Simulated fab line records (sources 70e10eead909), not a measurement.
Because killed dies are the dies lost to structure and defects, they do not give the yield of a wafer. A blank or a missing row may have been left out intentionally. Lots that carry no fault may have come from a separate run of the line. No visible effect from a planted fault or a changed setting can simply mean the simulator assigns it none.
Which of the tools did it? ; flow nand_harc ; 13 lots with 39 wafers sampled at 5 steps, on a route of 1302 steps

WHAT THE GAUGES READ, wafer by wafer
NHARC_END_SORT_01. Usual: killed_at_array 61, standard deviation 24; killed_at_other 1.2, standard deviation 1.3; killed_at_periphery 3.7, standard deviation 2.6; killed_dies 66, standard deviation 23; killed_open 3.3, standard deviation 1.8; killed_short 2.4, standard deviation 1.6.
lot;measured;on;killed_at_array;killed_at_other;killed_at_periphery;killed_dies;killed_open;killed_short;flag
L245;day 26 02:43;prober-01;81 91 90;2 3 2;4 1 3;87 95 95;4 2 2;3 3 2;
L249;day 26 22:04;prober-01;114 105 98;0 1 0;76 45 82;190 151 180;1 3 3;6 5 5;OFF
L251;day 28 21:35;prober-02;91 83 63;0 0 1;88 79 77;179 162 141;4 1 4;5 1 1;OFF
L261;day 33 04:23;prober-02;88;0;3;91;3;1;

WHAT TOOL EACH LOT RAN ON (gives the tool, then ch and the chambers of the sampled wafers, and finally the start)
lot;NHARC_P_CONTACT_PVD_32;NHARC_THIN_TSV_DEP_47;NHARC_THIN_TSV_CMP_21;NHARC_THIN_TSV_DEGAS_53
L241;pvd_sputter-01, day 6 10:10;pecvd-01 ch 0,1, day 24 11:00;cmp-02 ch 0,2, day 24 13:29;pvd_sputter-03, day 24 13:56
L242;pvd_sputter-03, day 6 15:09;pecvd-01 ch 0,1,2, day 24 17:58;cmp-02 ch 0,1,2, day 24 20:35;pvd_sputter-03, day 24 20:58
L243;pvd_sputter-01, day 7 04:42;pecvd-01 ch 0,2, day 24 11:58;cmp-01 ch 1,2,3, day 24 14:31;pvd_sputter-01, day 24 14:55
L245;pvd_sputter-02, day 7 22:02;pecvd-01 ch 0,1,2, day 25 12:01;cmp-02 ch 0,1,2, day 25 14:41;pvd_sputter-02, day 25 15:09
L246;pvd_sputter-02, day 7 23:12;pecvd-01 ch 0,1,2, day 25 18:45;cmp-02 ch 0,2,3, day 25 21:14;pvd_sputter-02, day 25 21:41
L247;pvd_sputter-01, day 8 09:04;pecvd-02 ch 0,1,2, day 26 08:35;cmp-04 ch 0,1,2, day 26 11:17;pvd_sputter-02, day 26 11:43
L248;pvd_sputter-01, day 9 02:32;pecvd-03 ch 0,2, day 26 11:10;cmp-01 ch 1,3, day 26 13:43;pvd_sputter-01, day 26 14:10
L249;pvd_sputter-01, day 9 05:07;pecvd-02 ch 0,1,2, day 26 09:47;cmp-01 ch 0,3, day 26 12:18;pvd_sputter-02, day 26 12:46
L250;pvd_sputter-02, day 10 00:51;pecvd-03 ch 1,2, day 27 19:28;cmp-01 ch 1,2, day 27 21:53;pvd_sputter-03, day 27 22:20
L251;pvd_sputter-01, day 10 04:23;pecvd-03 ch 0,1, day 28 06:38;cmp-02 ch 1,2,3, day 28 09:12;pvd_sputter-01, day 28 09:37
L259;pvd_sputter-03, day 13 17:09;pecvd-01 ch 0,1,2, day 32 05:35;cmp-04 ch 2,3, day 32 08:03;pvd_sputter-03, day 32 08:29
L260;pvd_sputter-03, day 14 01:11;pecvd-02 ch 0,1,2, day 32 13:41;cmp-01 ch 0,3, day 32 16:08;pvd_sputter-03, day 32 16:37
L261;pvd_sputter-01, day 14 22:58;pecvd-03 ch 0,1,2, day 32 14:55;cmp-01 ch 0,1,3, day 32 17:26;pvd_sputter-03, day 32 17:53
- NHARC_P_CONTACT_PVD_32: deposits Ti, target thk 5 nm, time 17.7 s.
- NHARC_THIN_TSV_DEP_47: deposits SiO2, target thk 200 nm.
- NHARC_THIN_TSV_CMP_21: polishes, t overpolish 30 s, target thk 2000 nm.
- NHARC_THIN_TSV_DEGAS_53: time 60 s.

AS READ BY THE TOOLS THEMSELVES (means over the sampled wafers that have a number; for cases with no such wafer, the mark the record gives instead)
NHARC_P_CONTACT_PVD_32. Usual: throttle_valve_pct 30.1 %, standard deviation 1.2.
lot;tool;throttle_valve_pct (%);flag
L241;pvd_sputter-01;31.3;
L242;pvd_sputter-03;29.7;
L243;pvd_sputter-01;31.3;
L245;pvd_sputter-02;28.9;
L246;pvd_sputter-02;28.5;
L247;pvd_sputter-01;31.3;
L248;pvd_sputter-01;31.4;
L249;pvd_sputter-01;30.6;
L250;pvd_sputter-02;28.6;
L251;pvd_sputter-01;30.1;
L259;pvd_sputter-03;29.4;
L260;pvd_sputter-03;30.4;
L261;pvd_sputter-01;30.9;

NHARC_THIN_TSV_DEP_47. Usual: showerhead_vpp_V 1795 V, standard deviation 99; throttle_valve_pct 15.8 %, standard deviation 0.42.
lot;tool;showerhead_vpp_V (V);throttle_valve_pct (%);flag
L241;pecvd-01;1814;15.9;
L242;pecvd-01;1732;15.9;
L243;pecvd-01;1753;15.7;
L245;pecvd-01;1761;15.9;
L246;pecvd-01;1758;15.9;
L247;pecvd-02;1852;15.6;
L248;pecvd-03;1806;15.3;
L249;pecvd-02;1853;15.7;
L250;pecvd-03;1834;16.0;
L251;pecvd-03;1877;15.9;
L259;pecvd-01;1739;15.8;
L260;pecvd-02;1855;16.0;
L261;pecvd-03;1844;15.9;

NHARC_THIN_TSV_CMP_21. Usual: motor_current_A 12.2 A, standard deviation 1.3; overpolish_run_s 29.999 s, standard deviation 0.0089; slurry_flow_ml_min 149.9, standard deviation 0.44.
lot;tool;motor_current_A (A);overpolish_run_s (s);slurry_flow_ml_min;flag
L241;cmp-02;10.8;29.994;149.7;
L242;cmp-02;11.5;30.001;150.3;
L243;cmp-01;12.9;29.998;150.4;
L245;cmp-02;11.6;29.993;149.7;
L246;cmp-02;11.5;29.995;150.2;
L247;cmp-04;11.9;30.000;150.1;
L248;cmp-01;12.6;30.004;149.6;
L249;cmp-01;12.7;29.993;150.2;
L250;cmp-01;11.8;29.999;149.4;
L251;cmp-02;12.4;29.997;150.5;
L259;cmp-04;13.6;30.005;150.1;
L260;cmp-01;12.8;29.989;149.5;
L261;cmp-01;12.5;29.999;149.6;

NHARC_THIN_TSV_DEGAS_53. Usual: heater_power_w 474 W, standard deviation 51.
lot;tool;heater_power_w (W);flag
L241;pvd_sputter-03;472;
L242;pvd_sputter-03;490;
L243;pvd_sputter-01;434;
L245;pvd_sputter-02;506;
L246;pvd_sputter-02;515;
L247;pvd_sputter-02;515;
L248;pvd_sputter-01;469;
L249;pvd_sputter-02;516;
L250;pvd_sputter-03;443;
L251;pvd_sputter-01;419;
L259;pvd_sputter-03;444;
L260;pvd_sputter-03;440;
L261;pvd_sputter-03;444;

THE ANSWER, worked out from the rows above alone
Rule: take the mean of a lot's wafers that have a number; if it is more than 3 standard deviations from the usual mean, the lot is off. A lot without any number at a reading at which 4 lots or more have one is off too. Any other lot the step has rows for is counted as sound. The gauges are gone through in route order, then the tools' own readings, and for those a lot's mean is taken as printed above. The first step at which some lot is off is used, and at that step the reading that is off furthest; a lot without a number counts as furthest.
Off: L249, L251 (NHARC_END_SORT_01, killed_at_periphery). Neither off nor sound, because the step has no rows for them: L241, L242, L243, L246, L247, L248, L250, L259, L260.
If a tool, at a process step before that reading, ran all the lots that are off and no sound lot after the first of them, it fits. The gauges at NHARC_END_SORT_01 are tried like those tools. No candidate that was tried fits.

WHAT WAS PUT IN BY THE SIMULATOR
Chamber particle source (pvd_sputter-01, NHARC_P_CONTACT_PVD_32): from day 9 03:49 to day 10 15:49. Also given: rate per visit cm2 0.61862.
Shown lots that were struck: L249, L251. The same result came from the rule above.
